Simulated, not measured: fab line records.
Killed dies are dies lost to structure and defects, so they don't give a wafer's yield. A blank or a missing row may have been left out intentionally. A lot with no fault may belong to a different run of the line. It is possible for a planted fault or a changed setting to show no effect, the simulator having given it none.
Matching of chambers	flow n5Finfet	rieDiel-05 running N5_MOL_CONTACT_COAG_DESCUM_13: 4 sister chambers
The step chemistry O2, time 7 s. 4 wafers are shown with their chamber, then 7 later ones without.

## WAFERS, EACH WITH ITS CHAMBER
wafer	chamber	drypumpMotorCurrentA (A)
L083.3	2	5.2
L083.6	1	5.1
L086.3	0	6.4
L086.4	3	5.5

## WAFERS WITH NO CHAMBER GIVEN
wafer	drypumpMotorCurrentA (A)
L086.6	6.5
L093.1	5.6
L093.5	6.4
L093.6	5.2
L096.1	6.4
L096.3	5.5
L096.5	5.5

## WHICH CHAMBER EACH WENT THROUGH
wafer	from the rows above	in truth
L086.6	0	0
L093.1	3	3
L093.5	0	0
L093.6	can't be placed: 2 or 1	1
L096.1	0	0
L096.3	3	3
L096.5	3	3
Placed correctly: 6 of 7. These rows do not allow placing 1 (true chamber among the candidates in 1). Number placed wrongly: 0.
How it was worked out, from the rows above alone: a wafer's distance from a chamber is the root of the sum, over the readings, of the square of ((its reading less the chamber's mean) divided by the reading's scatter). If the next closest chamber is less than 2 further off than the closest, the wafer can't be placed; otherwise it belongs to the closest. A chamber's mean is the mean of its shown wafers. The scatter (one wafer shown for each chamber): square how far every hidden wafer sits from the nearest shown wafer, average those squares and take the square root.
